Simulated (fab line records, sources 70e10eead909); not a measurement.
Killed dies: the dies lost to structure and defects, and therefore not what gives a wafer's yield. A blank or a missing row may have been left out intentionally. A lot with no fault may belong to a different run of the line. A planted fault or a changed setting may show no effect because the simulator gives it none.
Which tool is to blame?    flow nand_harc    6 lots (18 wafers sampled), 1 step of a 1302-step route

## WHAT THE GAUGES READ, wafer by wafer
NHARC_A_CONTACT_CD_MEAS_80.
lot   measured      on         cd_nm (nm)
L540  day 22 21:11  cd_sem-02  290.2 289.7 290.3
L537  day 23 00:02  cd_sem-02  289.4 289.2 288.9
L542  day 24 19:26  cd_sem-01  290.3 290.5 290.4
L550  day 27 01:12  cd_sem-02  289.4 289.8 289.0
L557  day 30 06:38  cd_sem-02  288.8 288.3 288.2
L558  day 31 07:44  cd_sem-02  289.6 289.7 289.6

## TOOL THAT RAN EACH LOT (tool first, then ch and the chambers of the sampled wafers, then the start)
There is no process step in the record ahead of these readings.

## THE ANSWER, worked out from the rows above alone
Rule: what is usual is taken from the lots themselves. The widest of any qualifying gaps counts: lots, ordered by their means at a reading, are off when they make up no more than a third of the lots, leave a main group of 4 or more, and stand apart from it by 3 or more times the standard deviation of that group's means. A main group whose means are all the same, to the digits that the tables above print for the reading, isn't used. A lot without any number at a reading at which 4 lots or more have one is off too. The other lots that the step has rows for count as sound.
Nothing can be told from this: no lot is off at any reading shown.

## WHAT HAD BEEN PUT IN BY THE SIMULATOR
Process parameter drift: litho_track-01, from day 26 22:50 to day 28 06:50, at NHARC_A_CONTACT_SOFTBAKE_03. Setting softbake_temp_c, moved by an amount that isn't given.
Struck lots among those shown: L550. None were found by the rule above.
